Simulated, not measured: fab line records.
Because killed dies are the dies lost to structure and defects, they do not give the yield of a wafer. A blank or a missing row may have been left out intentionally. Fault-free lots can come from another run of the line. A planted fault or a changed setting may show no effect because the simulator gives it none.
Comparing a struck lot with a sound one || flow nand_harc || 15 steps out of a route of 1302
Sound: wafers L851.1, L851.4, L851.5. Struck: wafer L860.1. (L860.2, L860.3 of the same lot were not struck and are left out.) The cause comes at the end.
At each step with rows: each side's tool, then ch and its chambers, then its first start. Under that, the readings that differ: sound wafers || struck wafers || difference of the means || sigmas: that difference in standard deviations of wafers without a fault.
alike: readings whose means differ by less than 2 such deviations, and words and numbers that are the same on both sides. not compared: withheld readings, readings that some wafer has no value for, bounds like >300 that may hide the same value, and numbers for which the record gives no deviation and whose values overlap.
A row with sigmas, a row that says differs or no value, or rows on one side alone: a step with any of these is where the two part. Non-overlapping numbers with no deviation appear without sigmas and do not part them. A reading that every wafer of one side lacks parts them only if that side has two wafers or more.

first, 7 steps without rows for these wafers: NHARC_A_BLC_COAT_03 (time 65 s); NHARC_A_BLC_COAT_04 (resist thk 90 nm); NHARC_A_BLC_SOFTBAKE_05 (time 55 s); NHARC_A_BLC_EBR_06; NHARC_A_BLC_EXPOSE_07 (exposes mask A BLC, target cd 100 nm); NHARC_A_BLC_PEB_08 (peb time 65 s); NHARC_A_BLC_DEVELOP_09 (develop time 35 s).
NHARC_A_BLC_CD_MEAS_10: the cd target is 100 nm.
  sound on cd_sem-02 ch 0, day 22 22:17; struck on cd_sem-03 ch 0, day 26 16:20
  alike: cd_nm
NHARC_A_BLC_OVL_MEAS_11:
  sound: overlay-01 at day 22 22:23; struck: overlay-01 at day 26 16:25
  alike: overlay_x_nm, overlay_y_nm
NHARC_A_BLC_INSPECT_12:
  sound: defect_inspect-02 at day 22 22:25; struck: defect_inspect-02 at day 26 16:28
  alike: raw_defect_count
NHARC_A_BLC_DESCUM_15: chemistry O2, time 3 s.
  sound on rie_diel-08 ch 1,2, day 22 22:31; struck on rie_diel-01 ch 1, day 26 16:32
{"reading": "drypump_motor_current_A (A)", "sound": "5.4 6.2 6.2", "struck": 5.1, "difference": -0.8, "sigmas": -2}
  alike: oes_product_au, rf_vpp_V, showerhead_plenum_p_Torr, throttle_valve_pct
  not compared: rf_hours_counter_h
NHARC_A_BLC_ETCH_16: etches the open film in CF4, target depth 39 nm, time 65 s.
  sound on rie_diel-08 ch 0,1,3, day 22 22:36; struck on rie_diel-01 ch 1, day 26 16:37
{"reading": "oes_product_au (a.u.)", "sound": "1.008 1.015 1.013", "struck": 0.993, "difference": -0.019, "sigmas": -2}
{"reading": "run_length_s (s)", "sound": "85.8 86.5 85.2", "struck": 87.1, "difference": "+1.3", "sigmas": "+3"}
  alike: drypump_motor_current_A, rf_vpp_V, showerhead_plenum_p_Torr, throttle_valve_pct
  not compared: rf_hours_counter_h
NHARC_A_BLC_ETCH_17: etches the open film in N2/H2, target depth 390 nm, time 609.38 s.
  sound on rie_diel-08 ch 0,1, day 22 22:43; struck on rie_diel-01 ch 0, day 26 16:44
{"reading": "run_length_s (s)", "sound": "630.6 630.0 630.5", "struck": 464.2, "difference": -166.2, "sigmas": "-99 or more"}
  alike: drypump_motor_current_A, oes_product_au, rf_vpp_V, showerhead_plenum_p_Torr, throttle_valve_pct
  not compared: rf_hours_counter_h, model.A_BLC.cd_nm
NHARC_A_BLC_ETCH_18: etches the open film in C4F8/O2/Ar, target depth 910 nm.
  sound: rie_diel-08 ch 1,3; struck: rie_diel-01 ch 2
  alike: oes_product_au, rf_vpp_V
  not compared: rf_hours_counter_h
NHARC_END_SORT_01:
  the record has rows for the struck wafers here (prober-02 ch 0, day 28 14:03) and none for the sound ones

## WHERE THEY PART
Last at NHARC_END_SORT_01 as far as this record goes, first at NHARC_A_BLC_DESCUM_15.

WHY: what had been put in by the simulator
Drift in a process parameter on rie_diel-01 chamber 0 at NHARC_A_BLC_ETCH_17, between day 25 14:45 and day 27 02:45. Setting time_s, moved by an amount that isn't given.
